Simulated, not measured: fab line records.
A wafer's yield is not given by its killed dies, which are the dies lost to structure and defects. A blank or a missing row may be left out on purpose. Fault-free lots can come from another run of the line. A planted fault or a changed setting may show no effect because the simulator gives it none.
A struck lot beside a sound one	flow n5_finfet	37 steps out of a route of 1938
Sound: the wafers L896.3, L896.5, L896.6. Wafers L899.1, L899.2, L899.4 were the ones struck. The cause is given at the end.
Per side, at each step with rows, come the tool, then ch with its chambers, and then its first start. Under that, the readings that differ: sound wafers	struck wafers	difference of the means	sigmas: that difference in standard deviations of wafers without a fault.
alike: a reading whose means differ by less than 2 such deviations, as well as words and numbers matching on both sides. not compared: withheld readings; readings where some wafer has no value; bounds like >300 that might hide an equal value; numbers whose values overlap and for which the record gives no deviation.
The two part at a step that has a row with sigmas, a row that says differs or no value, or rows on one side only. Numbers that have no deviation but don't overlap get no sigmas and don't part them. Lack of a reading on every wafer of one side parts them only where that side has two or more wafers.

first, 9 steps without rows for these wafers: N5_BEOL_M4_ANNEAL_95 (time 240 s); N5_BEOL_M4_SPUTTER_96 (material Cu, target thk 4.5 nm, time 8.29 s); N5_BEOL_M4_ECD_50 (material Cu, target thk 300 nm); N5_BEOL_M4_ANNEAL_51 (time 90 s); N5_BEOL_M4_CMP_52 (polishes, stops on SiOC, t overpolish 6.8 s, target thk 40 nm); N5_BEOL_M4_PRE_CLEAN_60 (time 15 s); N5_BEOL_M4_CO_CAP_55 (material Co, precursor CCTBA/H2, target thk 2 nm, time 102.1 s); N5_BEOL_M4_PRE_CLEAN_56 (time 15 s); N5_BEOL_M4_DEP_57 (deposits SiCN from 3MS/NH3, target thk 8 nm, time 14 s).
N5_BEOL_M4_RC_MEAS_101:
  sound on prober-02 ch 0, day 11 02:54; struck on prober-02 ch 0, day 11 11:06
reading	sound	struck	difference	sigmas
ION_P (uA/um)	461 463 465	474 475 478	+13	+2
VT_N (mV)	256.9 251.3 251.1	247.0 249.6 246.5	-5.4	-2
VT_P (mV)	-254 -253 -252	-245 -247 -246	+7	+2
  alike: DIBL_N, DIBL_P, IOFF_N, IOFF_P, ION_N, SS_N, SS_P
then, 24 steps without rows for these wafers: N5_BEOL_M5_ILD_DEP_00 (deposits SiCOH lowk from DEMS/porogen, target thk 140.64 nm, time 25.9 s); N5_BEOL_M5_CURE_79 (cures SiCOH lowk, time 240 s); N5_BEOL_M5_PECVD_70 (deposits SiO2 from TEOS/O2, target thk 16 nm, time 18 s); N5_BEOL_M5_HM_DEP_02 (deposits TiN, target thk 20 nm); N5_BEOL_M5_COAT_59 (time 60 s, resist thk 60 nm); N5_BEOL_M5_COAT_60 (time 60 s, resist thk 12 nm); N5_BEOL_M5_COAT_71 (time 60 s, resist thk 5 nm); N5_BEOL_M5_COAT_05 (resist thk 30 nm); N5_BEOL_M5_EBR_07; N5_BEOL_M5_SOFTBAKE_06 (time 60 s); N5_BEOL_M5_EXPOSE_08 (exposes mask M5, target cd 28 nm); N5_BEOL_M5_PEB_09 (peb time 60 s); N5_BEOL_M5_DEVELOP_10 (develop time 30 s); N5_BEOL_M5_DESCUM_16 (chemistry O2, time 7 s); N5_BEOL_M5_ETCH_72 (etches underlayer in N2/H2, target depth 6.5 nm, time 5.2 s); N5_BEOL_M5_ETCH_61 (etches SiARC in CF4, target depth 15.6 nm, time 26 s); N5_BEOL_M5_ETCH_62 (etches SOC in N2/H2, target depth 75 nm, overetch 15 nm, time 112.5 s); N5_BEOL_M5_STRIP_63 (strips in N2/H2); N5_BEOL_M5_STRIP_73 (strips in N2/H2); N5_BEOL_M5_STRIP_64 (strips in CF4); N5_BEOL_M5_HM_OPEN_17 (chemistry Cl2/BCl3, target TiN, target depth 20 nm, overetch 6 nm); N5_BEOL_M5_STRIP_19 (strips in O2); N5_BEOL_M5_COAT_65 (time 60 s, resist thk 60 nm); N5_BEOL_M5_COAT_66 (time 60 s, resist thk 12 nm).
N5_BEOL_M8_CVD_78: deposits Co from CCTBA/H2, target thk 2 nm, time 142.3 s.
  sound on cvd_co-02 ch 0,2, day 12 13:10; struck on cvd_co-02 ch 0,1,2, day 12 17:02
  no value came back on the struck wafers for chamber_pressure_Torr (Torr), run_length_s (s); on the sound wafers chamber_pressure_Torr (Torr) reads 29.93 29.97 29.99
N5_BEOL_M8_CMP_52: polishes, stops on SiCOH lowk, t overpolish 6.9 s, target thk 80 nm.
  sound on cmp-02 ch 0,1,3, day 12 14:13; struck on cmp-02 ch 1,2,3, day 12 17:49
reading	sound	struck	difference	sigmas
barrier_field_endpoint_s (s)	27.8 28.2 29.4	27.0 26.4 27.0	-1.7	-3
  alike: head_pressure_psi, motor_current_A
-- here the record skips 3 days between the struck wafers' starts before and after, leaving off in module BEOL_M8 and picking up in module PASSIVATION (first step shown: number 1936 of the route) --
N5_PASSIVATION_PROBE_49:
  record: rows for the struck wafers here (prober-01, day 15 14:07), none for the sound ones

== WHERE THEY PART ==
First at N5_BEOL_M4_RC_MEAS_101; last, within this record, at N5_PASSIVATION_PROBE_49.

WHY: the cause the simulator had injected
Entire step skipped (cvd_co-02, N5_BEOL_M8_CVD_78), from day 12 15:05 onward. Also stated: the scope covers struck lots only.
